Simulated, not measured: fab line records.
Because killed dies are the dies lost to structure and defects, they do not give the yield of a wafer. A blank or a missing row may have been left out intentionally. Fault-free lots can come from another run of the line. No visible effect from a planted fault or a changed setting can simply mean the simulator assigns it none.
Which tool is to blame? | flow nand harc | Sampling: 24 lots, 72 wafers, 6 of 1302 route steps

== WHAT EACH GAUGE READ, for each wafer ==
The record holds no reading of a measuring or inspecting step that can be judged against a usual standard deviation.

== TOOL THAT RAN EACH LOT (tool first, then ch and the chambers of the sampled wafers, then the start) ==
lot  | NHARC_A_STAIRCASE_TRIM_198                    | NHARC_A_STAIRCASE_ETCH_201                    | NHARC_A_STAIRCASE_STRIP_205          | NHARC_A_STAIRCASE_DESCUM_252       | NHARC_A_STAIRCASE_ETCH_451                    | NHARC_A_STAIRCASE_DEP_301
L074 | rie diel-01 ch 1,3, day 15 19:35 or earlier   | rie diel-01 ch 1,2, day 15 19:35 or earlier   | plasma asher-01 ch 0,1, day 15 19:35 | rie diel-06 ch 0,1,3, day 16 03:55 | rie diel-06 ch 0,2,3, day 16 22:44 or earlier | pecvd-02 ch 0,1, day 16 22:44
L075 | rie diel-07 ch 0,1, day 16 09:58 or earlier   | rie diel-07 ch 0,1,3, day 16 09:58 or earlier | plasma asher-02 ch 0,1, day 16 09:58 | rie diel-06 ch 0,1,2, day 16 15:17 | rie diel-06 ch 2,3, day 17 13:40 or earlier   | pecvd-02 ch 0,1,2, day 17 13:40
L076 | rie diel-07 ch 0,1, day 16 13:23 or earlier   | rie diel-07 ch 0,1, day 16 13:23 or earlier   | plasma asher-01 ch 0,1, day 16 13:23 | rie diel-06 ch 1,2,3, day 16 18:40 | rie diel-07 ch 0,1,3, day 17 11:50 or earlier | pecvd-02 ch 0,2, day 17 11:50
L077 | rie diel-01 ch 0,1,3, day 16 21:12 or earlier | rie diel-01 ch 0,2,3, day 16 21:12 or earlier | plasma asher-02 ch 0,1, day 16 21:12 | rie diel-06 ch 1,2,3, day 17 02:17 | rie diel-07 ch 0,1,2, day 17 22:15 or earlier | pecvd-02 ch 0,2, day 17 22:15
L078 | rie diel-01 ch 0,3, day 17 12:43 or earlier   | rie diel-01 ch 0,2,3, day 17 12:43 or earlier | plasma asher-01 ch 0, day 17 12:43   | rie diel-01 ch 0,2,3, day 17 18:47 | rie diel-01 ch 0,1, day 18 10:48 or earlier   | pecvd-04 ch 0,1,2, day 18 10:48
L079 | rie diel-06 ch 0,1,3, day 17 19:42 or earlier | rie diel-06 ch 0,1,3, day 17 19:42 or earlier | plasma asher-02 ch 0,1, day 17 19:42 | rie diel-06 ch 1,2,3, day 18 00:53 | rie diel-07 ch 0,2,3, day 18 15:18 or earlier | pecvd-02 ch 1,2, day 18 15:18
L080 | rie diel-07 ch 1,2,3, day 18 03:57 or earlier | rie diel-07 ch 1,3, day 18 03:57 or earlier   | plasma asher-01 ch 0,1, day 18 03:57 | rie diel-07 ch 0,1, day 18 10:01   | rie diel-01 ch 1,2,3, day 19 06:05 or earlier | pecvd-03 ch 0,2, day 19 06:05
L081 | rie diel-07 ch 0,2,3, day 18 21:28 or earlier | rie diel-07 ch 0,2,3, day 18 21:28 or earlier | plasma asher-01 ch 0,1, day 18 21:28 | rie diel-06 ch 0,1,2, day 19 02:32 | rie diel-06 ch 2,3, day 19 22:19 or earlier   | pecvd-02 ch 0,1,2, day 19 22:19
L083 | rie diel-07 ch 0,2, day 19 11:59 or earlier   | rie diel-07 ch 0,2,3, day 19 11:59 or earlier | plasma asher-01 ch 0,1, day 19 11:59 | rie diel-07 ch 1,3, day 19 17:08   | rie diel-07 ch 2,3, day 20 07:47 or earlier   | pecvd-04 ch 0,1,2, day 20 07:47
L082 | rie diel-01 ch 1,2, day 19 12:28 or earlier   | rie diel-01 ch 2,3, day 19 12:28 or earlier   | plasma asher-02 ch 0,1, day 19 12:28 | rie diel-07 ch 1,2,3, day 19 17:41 | rie diel-06 ch 0,3, day 20 09:48 or earlier   | pecvd-04 ch 0,1,2, day 20 09:48
L084 | rie diel-01 ch 1,2,3, day 20 10:23 or earlier | rie diel-01 ch 0,3, day 20 10:23 or earlier   | plasma asher-02 ch 0,1, day 20 10:23 | rie diel-01 ch 0,2,3, day 20 15:42 | rie diel-06 ch 2,3, day 21 15:57 or earlier   | pecvd-03 ch 0,2, day 21 15:57
L085 | rie diel-07 ch 2,3, day 20 10:37 or earlier   | rie diel-07 ch 1,2, day 20 10:37 or earlier   | plasma asher-01 ch 0,1, day 20 10:37 | rie diel-07 ch 3, day 20 16:30     | rie diel-01 ch 1,2, day 21 16:24 or earlier   | pecvd-04 ch 0,1, day 21 16:24
L087 | rie diel-06 ch 0,1,3, day 20 10:57 or earlier | rie diel-06 ch 0,2,3, day 20 10:57 or earlier | plasma asher-02 ch 0,1, day 20 10:57 | rie diel-06 ch 0,1, day 20 18:59   | rie diel-01 ch 2,3, day 21 19:35 or earlier   | pecvd-04 ch 0,1,2, day 21 19:35
L086 | rie diel-07 ch 1,3, day 20 16:18              | rie diel-07 ch 1,3, day 20 17:32 or earlier   | plasma asher-01 ch 0,1, day 20 17:32 | rie diel-01 ch 0,2,3, day 21 00:42 | rie diel-06 ch 0,1,3, day 22 04:55 or earlier | pecvd-04 ch 1,2, day 22 04:55
L089 | rie diel-07 ch 0,1,3, day 21 13:58 or earlier | rie diel-07 ch 0,2,3, day 21 13:58 or earlier | plasma asher-02 ch 0,1, day 21 13:58 | rie diel-07 ch 1,2,3, day 21 19:11 | rie diel-07 ch 1,2,3, day 22 14:10 or earlier | pecvd-04 ch 0,1,2, day 22 14:10
L088 | rie diel-01 ch 1,3, day 21 13:27 or earlier   | rie diel-01 ch 0,2,3, day 21 13:27 or earlier | plasma asher-02 ch 0,1, day 21 13:27 | rie diel-07 ch 1,3, day 21 18:40   | rie diel-07 ch 0,1,2, day 22 11:49 or earlier | pecvd-02 ch 0,1, day 22 11:49
L090 | rie diel-01 ch 0,1,3, day 22 19:31 or earlier | rie diel-01 ch 0,2,3, day 22 19:31 or earlier | plasma asher-02 ch 0,1, day 22 19:31 | rie diel-06 ch 1,2,3, day 23 01:00 | rie diel-07 ch 1,2,3, day 23 18:32 or earlier | pecvd-02 ch 0,2, day 23 18:32
L092 | rie diel-01 ch 0,2, day 23 02:18 or earlier   | rie diel-01 ch 0,3, day 23 02:18 or earlier   | plasma asher-02 ch 0,1, day 23 02:18 | rie diel-06 ch 0,2,3, day 23 07:49 | rie diel-06 ch 0,1,2, day 24 00:32 or earlier | pecvd-02 ch 0,1, day 24 00:32
L091 | rie diel-06 ch 1,3, day 23 02:39 or earlier   | rie diel-06 ch 0,2,3, day 23 02:39 or earlier | plasma asher-01 ch 0,1, day 23 02:39 | rie diel-01 ch 0,3, day 23 07:56   | rie diel-07 ch 1,3, day 23 22:14 or earlier   | pecvd-02 ch 0,1,2, day 23 22:14
L094 | rie diel-07 ch 0,1,3, day 23 17:46 or earlier | rie diel-07 ch 0,1,2, day 23 17:46 or earlier | plasma asher-01 ch 0,1, day 23 17:46 | rie diel-01 ch 0,1,3, day 23 23:41 | rie diel-06 ch 0,1,3, day 24 23:50 or earlier | pecvd-02 ch 0,2, day 24 23:50
L093 | rie diel-07 ch 0,1,3, day 23 17:52 or earlier | rie diel-07 ch 1,2, day 23 17:52 or earlier   | plasma asher-02 ch 0,1, day 23 17:52 | rie diel-01 ch 1,3, day 23 23:17   | rie diel-06 ch 1,3, day 24 18:53 or earlier   | pecvd-02 ch 0,1, day 24 18:53
L096 | rie diel-07 ch 0,3, day 24 18:20 or earlier   | rie diel-07 ch 0,1,3, day 24 18:20 or earlier | plasma asher-02 ch 0,1, day 24 18:20 | rie diel-01 ch 1,2,3, day 24 23:26 | rie diel-07 ch 0,2,3, day 25 15:44 or earlier | pecvd-04 ch 0,2, day 25 15:44
L095 | rie diel-07 ch 1,3, day 24 23:22 or earlier   | rie diel-07 ch 0,1, day 24 23:22 or earlier   | plasma asher-01 ch 1, day 24 23:22   | rie diel-06 ch 1,2, day 25 04:35   | rie diel-07 ch 1,2, day 25 19:07 or earlier   | pecvd-03 ch 0,1,2, day 25 19:07
L097 | rie diel-06 ch 0,3, day 25 17:25 or earlier   | rie diel-06 ch 0,1,3, day 25 17:25 or earlier | plasma asher-02 ch 0, day 25 17:25   | rie diel-01 ch 1,2,3, day 25 22:50 | rie diel-06 ch 2,3, day 27 02:55 or earlier   | pecvd-03 ch 0,2, day 27 02:55
- NHARC_A_STAIRCASE_TRIM_198: chemistry O2, time 211.2 s.
- NHARC_A_STAIRCASE_ETCH_201: etches the open film in C4F8/O2, target depth 100 nm, time 40.5 s.
- NHARC_A_STAIRCASE_STRIP_205: strips in O2.
- NHARC_A_STAIRCASE_DESCUM_252: chemistry O2, time 3 s.
- NHARC_A_STAIRCASE_ETCH_451: etches the open film in CF4/O2, target depth 30 nm, overetch 3 nm, time 16.5 s.
- NHARC_A_STAIRCASE_DEP_301: deposits SiON, target thk 30 nm.

== WHAT THE TOOLS THEMSELVES READ (means of the sampled wafers that have a number; where no wafer has one, the mark that the record gives instead) ==
NHARC_A_STAIRCASE_TRIM_198.
lot  | tool        | drypump motor current A (A) | oes product au (a.u.) | rf vpp V (V) | showerhead plenum p Torr (Torr) | throttle valve pct (%)
L074 | rie diel-01 | 6.1                         | 0.997                 | 56.8         | 3.44                            | 17.037
L075 | rie diel-07 | 5.1                         | 1.008                 | 57.0         | 3.51                            | 17.037
L076 | rie diel-07 | 5.2                         | 1.016                 | 57.9         | 3.63                            | 17.038
L077 | rie diel-01 | 5.8                         | 0.987                 | 57.9         | 3.46                            | 17.032
L078 | rie diel-01 | 6.0                         | 1.007                 | 57.3         | 3.38                            | 17.038
L079 | rie diel-06 | 5.9                         | 0.998                 | 58.7         | 3.72                            | 17.040
L080 | rie diel-07 | 5.6                         | 1.005                 | 58.2         | 3.56                            | 17.043
L081 | rie diel-07 | 5.4                         | 0.997                 | 57.3         | 3.43                            | 17.039
L083 | rie diel-07 | 5.3                         | 0.993                 | 58.4         | 3.42                            | 17.036
L082 | rie diel-01 | 5.8                         | 0.995                 | 57.4         | 3.53                            | 17.038
L084 | rie diel-01 | 6.0                         | 1.008                 | 57.9         | 3.47                            | 17.036
L085 | rie diel-07 | 5.6                         | 0.989                 | 57.6         | 3.44                            | 17.045
L087 | rie diel-06 | 6.0                         | 1.002                 | 58.5         | 3.71                            | 17.040
L086 | rie diel-07 | 5.6                         | 0.999                 | 57.2         | 3.55                            | 17.041
L089 | rie diel-07 | 5.4                         | 1.000                 | 58.2         | 3.52                            | 17.040
L088 | rie diel-01 | 6.0                         | 1.003                 | 57.5         | 3.42                            | 17.029
L090 | rie diel-01 | 5.8                         | 0.990                 | 58.3         | 3.43                            | 17.031
L092 | rie diel-01 | 5.8                         | 1.003                 | 57.5         | 3.46                            | 17.042
L091 | rie diel-06 | 5.9                         | 0.999                 | 58.5         | 3.73                            | 17.035
L094 | rie diel-07 | 5.4                         | 0.996                 | 58.4         | 3.51                            | 17.025
L093 | rie diel-07 | 5.4                         | 1.001                 | 57.1         | 3.51                            | 17.039
L096 | rie diel-07 | 5.3                         | 1.008                 | 56.9         | 3.38                            | 17.049
L095 | rie diel-07 | 5.5                         | 0.996                 | 57.9         | 3.63                            | 17.038
L097 | rie diel-06 | 6.0                         | 1.003                 | 58.4         | 3.70                            | 17.035

NHARC_A_STAIRCASE_ETCH_201.
lot  | tool        | oes product au (a.u.) | rf vpp V (V)
L074 | rie diel-01 | 0.938                 | 898
L075 | rie diel-07 | 0.935                 | 897
L076 | rie diel-07 | 0.959                 | 900
L077 | rie diel-01 | 0.945                 | 892
L078 | rie diel-01 | 0.944                 | 893
L079 | rie diel-06 | 0.948                 | 903
L080 | rie diel-07 | 0.951                 | 901
L081 | rie diel-07 | 0.944                 | 893
L083 | rie diel-07 | 0.936                 | 892
L082 | rie diel-01 | 0.962                 | 892
L084 | rie diel-01 | 0.932                 | 890
L085 | rie diel-07 | 0.939                 | 901
L087 | rie diel-06 | 0.950                 | 904
L086 | rie diel-07 | 0.939                 | 897
L089 | rie diel-07 | 0.949                 | 892
L088 | rie diel-01 | 0.949                 | 891
L090 | rie diel-01 | 0.952                 | 891
L092 | rie diel-01 | 0.947                 | 890
L091 | rie diel-06 | 0.952                 | 902
L094 | rie diel-07 | 0.944                 | 895
L093 | rie diel-07 | 0.944                 | 899
L096 | rie diel-07 | 0.936                 | 895
L095 | rie diel-07 | 0.954                 | 898
L097 | rie diel-06 | 0.947                 | 902

NHARC_A_STAIRCASE_STRIP_205.
lot  | tool            | drypump motor current A (A) | heater power w (W)
L074 | plasma asher-01 | 5.1                         | 324
L075 | plasma asher-02 | 5.2                         | 343
L076 | plasma asher-01 | 5.1                         | 324
L077 | plasma asher-02 | 5.6                         | 346
L078 | plasma asher-01 | 5.0                         | 317
L079 | plasma asher-02 | 5.3                         | 338
L080 | plasma asher-01 | 5.0                         | 321
L081 | plasma asher-01 | 5.0                         | 327
L083 | plasma asher-01 | 5.0                         | 324
L082 | plasma asher-02 | 5.2                         | 328
L084 | plasma asher-02 | 5.6                         | 322
L085 | plasma asher-01 | 5.0                         | 324
L087 | plasma asher-02 | 5.6                         | 333
L086 | plasma asher-01 | 5.0                         | 326
L089 | plasma asher-02 | 5.6                         | 332
L088 | plasma asher-02 | 5.2                         | 328
L090 | plasma asher-02 | 5.2                         | 329
L092 | plasma asher-02 | 5.6                         | 329
L091 | plasma asher-01 | 5.0                         | 324
L094 | plasma asher-01 | 5.0                         | 324
L093 | plasma asher-02 | 5.6                         | 325
L096 | plasma asher-02 | 5.3                         | 325
L095 | plasma asher-01 | 5.1                         | 326
L097 | plasma asher-02 | 5.9                         | 329

NHARC_A_STAIRCASE_DESCUM_252.
lot  | tool        | drypump motor current A (A) | oes product au (a.u.) | rf vpp V (V) | showerhead plenum p Torr (Torr) | throttle valve pct (%)
L074 | rie diel-06 | 5.9                         | 1.003                 | 57.7         | 2.03                            | 11.317
L075 | rie diel-06 | 5.8                         | 1.000                 | 58.0         | 2.03                            | 11.315
L076 | rie diel-06 | 5.6                         | 0.990                 | 59.0         | 2.05                            | 11.303
L077 | rie diel-06 | 5.6                         | 0.995                 | 58.5         | 2.05                            | 11.311
L078 | rie diel-01 | 5.8                         | 1.007                 | 57.7         | 1.86                            | 11.322
L079 | rie diel-06 | 5.6                         | 0.993                 | 58.4         | 2.05                            | 11.307
L080 | rie diel-07 | 5.1                         | 1.004                 | 58.1         | 1.90                            | 11.311
L081 | rie diel-06 | 5.8                         | 0.995                 | 58.4         | 2.03                            | 11.318
L083 | rie diel-07 | 5.5                         | 0.998                 | 58.2         | 1.98                            | 11.321
L082 | rie diel-07 | 5.5                         | 1.002                 | 57.4         | 1.93                            | 11.315
L084 | rie diel-01 | 5.9                         | 1.001                 | 57.1         | 1.85                            | 11.312
L085 | rie diel-07 | 5.8                         | 0.997                 | 56.5         | 1.87                            | 11.307
L087 | rie diel-06 | 6.1                         | 0.998                 | 58.3         | 2.00                            | 11.315
L086 | rie diel-01 | 5.9                         | 1.009                 | 57.3         | 1.85                            | 11.307
L089 | rie diel-07 | 5.5                         | 1.001                 | 57.4         | 1.92                            | 11.308
L088 | rie diel-07 | 5.7                         | 0.997                 | 57.5         | 1.93                            | 11.313
L090 | rie diel-06 | 5.6                         | 0.992                 | 57.7         | 2.04                            | 11.313
L092 | rie diel-06 | 5.8                         | 1.011                 | 57.7         | 2.02                            | 11.311
L091 | rie diel-01 | 5.9                         | 0.988                 | 56.9         | 1.81                            | 11.305
L094 | rie diel-01 | 5.8                         | 0.992                 | 57.4         | 1.85                            | 11.311
L093 | rie diel-01 | 5.8                         | 1.000                 | 57.8         | 1.88                            | 11.318
L096 | rie diel-01 | 6.0                         | 0.989                 | 57.3         | 1.87                            | 11.309
L095 | rie diel-06 | 5.6                         | 0.997                 | 57.9         | 2.02                            | 11.309
L097 | rie diel-01 | 5.9                         | 0.992                 | 58.4         | 1.87                            | 11.313

NHARC_A_STAIRCASE_ETCH_451.
lot  | tool        | drypump motor current A (A) | oes product au (a.u.) | rf vpp V (V) | showerhead plenum p Torr (Torr) | throttle valve pct (%)
L074 | rie diel-06 | 5.8                         | 1.002                 | 200.7        | 1.42                            | 13.395
L075 | rie diel-06 | 5.5                         | 0.995                 | 200.2        | 1.44                            | 13.380
L076 | rie diel-07 | 5.4                         | 1.004                 | 197.7        | 1.34                            | 13.389
L077 | rie diel-07 | 5.3                         | 0.998                 | 198.2        | 1.34                            | 13.394
L078 | rie diel-01 | 5.4                         | 0.999                 | 196.4        | 1.31                            | 13.399
L079 | rie diel-07 | 5.4                         | 0.995                 | 196.8        | 1.30                            | 13.398
L080 | rie diel-01 | 5.9                         | 1.000                 | 197.5        | 1.32                            | 13.387
L081 | rie diel-06 | 5.6                         | 0.992                 | 199.4        | 1.43                            | 13.387
L083 | rie diel-07 | 5.7                         | 0.989                 | 197.2        | 1.31                            | 13.401
L082 | rie diel-06 | 5.9                         | 1.013                 | 200.4        | 1.42                            | 13.402
L084 | rie diel-06 | 5.7                         | 0.999                 | 200.2        | 1.42                            | 13.392
L085 | rie diel-01 | 5.8                         | 1.006                 | 197.4        | 1.34                            | 13.400
L087 | rie diel-01 | 6.0                         | 1.006                 | 197.1        | 1.31                            | 13.406
L086 | rie diel-06 | 5.9                         | 0.996                 | 199.4        | 1.41                            | 13.393
L089 | rie diel-07 | 5.5                         | 1.002                 | 198.2        | 1.34                            | 13.396
L088 | rie diel-07 | 5.3                         | 1.010                 | 197.8        | 1.33                            | 13.396
L090 | rie diel-07 | 5.5                         | 0.991                 | 198.1        | 1.34                            | 13.398
L092 | rie diel-06 | 5.7                         | 0.991                 | 199.1        | 1.41                            | 13.392
L091 | rie diel-07 | 5.6                         | 0.991                 | 197.2        | 1.34                            | 13.405
L094 | rie diel-06 | 5.9                         | 1.005                 | 198.9        | 1.40                            | 13.399
L093 | rie diel-06 | 5.8                         | 1.004                 | 199.1        | 1.41                            | 13.394
L096 | rie diel-07 | 5.4                         | 0.997                 | 197.1        | 1.29                            | 13.406
L095 | rie diel-07 | 5.4                         | 1.002                 | 198.1        | 1.34                            | 13.390
L097 | rie diel-06 | 5.5                         | 0.993                 | 200.0        | 1.42                            | 13.395

NHARC_A_STAIRCASE_DEP_301.
lot  | tool     | heater power w (W) | showerhead vpp V (V)
L074 | pecvd-02 | 726                | 1118
L075 | pecvd-02 | 706                | 1166
L076 | pecvd-02 | 803                | 1180
L077 | pecvd-02 | 812                | 1175
L078 | pecvd-04 | 735                | 1129
L079 | pecvd-02 | 669                | 1157
L080 | pecvd-03 | 731                | 1198
L081 | pecvd-02 | 766                | 1160
L083 | pecvd-04 | 733                | 1149
L082 | pecvd-04 | 723                | 1137
L084 | pecvd-03 | 771                | 1213
L085 | pecvd-04 | 741                | 1139
L087 | pecvd-04 | 723                | 1146
L086 | pecvd-04 | 741                | 1104
L089 | pecvd-04 | 726                | 1151
L088 | pecvd-02 | 789                | 1140
L090 | pecvd-02 | 811                | 1206
L092 | pecvd-02 | 812                | 1137
L091 | pecvd-02 | 711                | 1160
L094 | pecvd-02 | 781                | 1211
L093 | pecvd-02 | 746                | 1135
L096 | pecvd-04 | 667                | 1176
L095 | pecvd-03 | 748                | 1218
L097 | pecvd-03 | 754                | 1212

== THE ANSWER, worked out from the rows above alone ==
Rule: usual is defined by the lots themselves. The widest of any qualifying gaps counts: lots, ordered by their means at a reading, are off when they make up no more than a third of the lots, leave a main group of 4 or more, and stand apart from it by 3 or more times the standard deviation of that group's means. If all means in a main group match to the digits the tables above print for the reading, that group is not used. A lot without any number at a reading at which 4 lots or more have one is off too. Any other lot the step has rows for is counted as sound. Order of review: gauges by route order, followed by the tools' own readings, for which a lot's mean as printed above is used. The first step at which some lot is off is used, and at that step the reading that is off furthest; a lot without a number counts as furthest.
No lot is off on any of the readings shown, so nothing can be concluded from this.

== WHAT THE SIMULATOR HAD INSERTED ==
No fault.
